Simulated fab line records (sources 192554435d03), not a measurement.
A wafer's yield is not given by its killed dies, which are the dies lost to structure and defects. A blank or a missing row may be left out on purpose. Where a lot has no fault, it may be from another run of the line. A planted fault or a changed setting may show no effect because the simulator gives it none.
Split-lot trial	flow n5Finfet	on a route of 1938 steps: 7 lots, 21 wafers read

== ABOUT THE SPLIT ==
At N5_ZERO_LAYER_EXPOSE_08 (exposes mask ZERO, defocus 0 nm, target cd 2000 nm), the setting doseMj was moved away from the recipe's 16.2 on 7 of the 21 wafers read, by -6.4% to +6.6%. This setting was run at the recipe's value on the other wafers.

== FROM THE SPLIT TO THE READING: what the file shows between them, 2 steps ==
- N5_ZERO_LAYER_DEVELOP_10: develop time 60 s (also split here: developTimeS)
- N5_ZERO_LAYER_HARDBAKE_23: time 120 s

== THE READING ==
Shown in nm: cdNm at N5_ZERO_LAYER_CD_MEAS_11, with target cd 2000 nm. Fault-free wafers of this fab line usually give 1999.5 nm, standard deviation 1.4 nm.

wafer	tool, chamber at the split	doseMj as run	against the recipe	cdNm, nm	against lot-mates on the recipe
L075.2	krfScanner-01, 0	16.2	recipe	2001.6	-
L075.3	krfScanner-01, 0	16.2	recipe	2002.5	-
L075.6	krfScanner-01, 0	16.2	recipe	2000.5	-
L081.2	krfScanner-02, 0	17.27	+6.6%	2014.3	+15.4
L081.3	krfScanner-02, 0	16.2	recipe	2000.0	-
L081.6	krfScanner-02, 0	16.2	recipe	1997.8	-
L082.2	krfScanner-02, 0	17.27	+6.6%	2012.1	+11.0
L082.5	krfScanner-02, 0	17.27	+6.6%	2011.8	+10.7
L082.6	krfScanner-02, 0	16.2	recipe	2001.1	-
L083.2	krfScanner-01, 0	16.2	recipe	2001.3	-
L083.3	krfScanner-01, 0	16.2	recipe	1999.3	-
L083.4	krfScanner-01, 0	16.2	recipe	2003.5	-
L086.2	krfScanner-01, 0	16.2	recipe	2001.0	-
L086.3	krfScanner-01, 0	16.2	recipe	2000.2	-
L086.6	krfScanner-01, 0	16.2	recipe	2000.9	-
L089.1	krfScanner-01, 0	16.53	+2.0%	2004.6	+4.8
L089.5	krfScanner-01, 0	16.2	recipe	1999.8	-
L089.6	krfScanner-01, 0	16.53	+2.0%	2003.3	+3.5
L093.1	krfScanner-01, 0	16.2	recipe	1999.1	-
L093.3	krfScanner-01, 0	15.16	-6.4%	1984.6	-14.5
L093.4	krfScanner-01, 0	15.16	-6.4%	1984.1	-15.0

THE FIT
A straight line over all 21 wafers: cdNm changes by +2.12 nm for each +1% of doseMj; r = +0.97; the points scatter about the line by 1.6 nm.
The same after taking each lot's own level away (the mean of its wafers on the recipe; 21 wafers): +2.05 nm for each +1%; r = +0.98; scatter 1.4 nm.
On that fit, the largest move of doseMj shifts the reading by 14 nm.
The span of the lots' own levels, 1998.90 to 2001.53 nm, comes to 1.9 times the standard deviation stated above.
So the lot-to-lot level changes the slope little: the two slopes agree.
Check: +12.6 nm against its lot-mates is what the line predicts for one of the wafers moved furthest among these (+6.6%) when that wafer is left out of the fit. It came out at +15.4 nm against them.

== THE OTHER SPLITS THESE WAFERS WENT THROUGH ==
These wafers also went through other splits before the reading. Each is held against what the fit with the lots' levels taken away leaves over:
other split on the same wafers	wafers away from the commonest value	r with cdNm (lot level and that fit taken away)
N5_ZERO_LAYER_DEVELOP_10 developTimeS	6	+0.55

== THE WHOLE CHAIN: every reading that the file lists as answering this split, in the file's order ==
step	what it does	reading	change (the file's fit)	r (the file's)
N5_ZERO_LAYER_CD_MEAS_11	target cd 2000 nm	cdNm	+2.08 nm for each +1% of the setting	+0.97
N5_ZERO_LAYER_DESCUM_16	chemistry O2, time 7.9 s	ZERO_LAYER.cdNm (the simulator's own value, which no gauge read)	+2.13 nm for each +1% of the setting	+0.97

== THE FILE'S OWN FIT ==
cdNm changes by +2.08 nm for each +1% of doseMj, r = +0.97.
